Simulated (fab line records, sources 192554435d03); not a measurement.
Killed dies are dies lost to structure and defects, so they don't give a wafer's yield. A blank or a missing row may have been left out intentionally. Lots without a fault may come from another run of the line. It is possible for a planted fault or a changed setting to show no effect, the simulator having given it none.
Matching of chambers | flow n5 finfet | 4 sister chambers for N5_BEOL_M0_SAQP_ALD_48 on ald sin-01
The step deposits SiO2, target thk 20 nm, pulse time 1 s, co reactant pulse time 1 s. 4 wafers are shown with their chamber, then 9 later ones without.

## EACH WAFER AND ITS CHAMBER
wafer  | chamber | heater power w (W)
L083.3 | 3       | 83
L092.1 | 2       | 72
L092.3 | 0       | 83
L092.4 | 1       | 79

## WAFERS WITHOUT THEIR CHAMBER
wafer  | heater power w (W)
L093.1 | 81
L093.2 | 78
L093.5 | 74
L094.1 | 77
L094.3 | 79
L094.5 | 83
L095.4 | 82
L095.5 | 75
L095.6 | 81

## WHICH CHAMBER EACH ONE RAN IN
wafer  | from the rows above          | in truth
L093.1 | can't be placed: 0 or 1 or 3 | 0
L093.2 | 1                            | 1
L093.5 | can't be placed: 2 or 1      | 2
L094.1 | can't be placed: 1 or 2      | 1
L094.3 | 1                            | 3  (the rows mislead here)
L094.5 | can't be placed: 0 or 3      | 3
L095.4 | can't be placed: 0 or 3 or 1 | 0
L095.5 | can't be placed: 2 or 1      | 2
L095.6 | can't be placed: 0 or 1 or 3 | 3
1 of 9 placed correctly. Can't be placed from these rows: 7 (the true chamber is among the candidates in 7). 1 placed wrongly.
How it was worked out, from the rows above alone: a wafer's distance from a chamber is the root of the sum, over the readings, of the square of ((its reading less the chamber's mean) divided by the reading's scatter). If the next closest chamber is less than 2 further off than the closest, the wafer can't be placed; otherwise it belongs to the closest. A chamber's mean is the mean of its shown wafers. The scatter: with one shown wafer a chamber, the root of the mean of the squares of how far each hidden wafer lies from its nearest shown one.
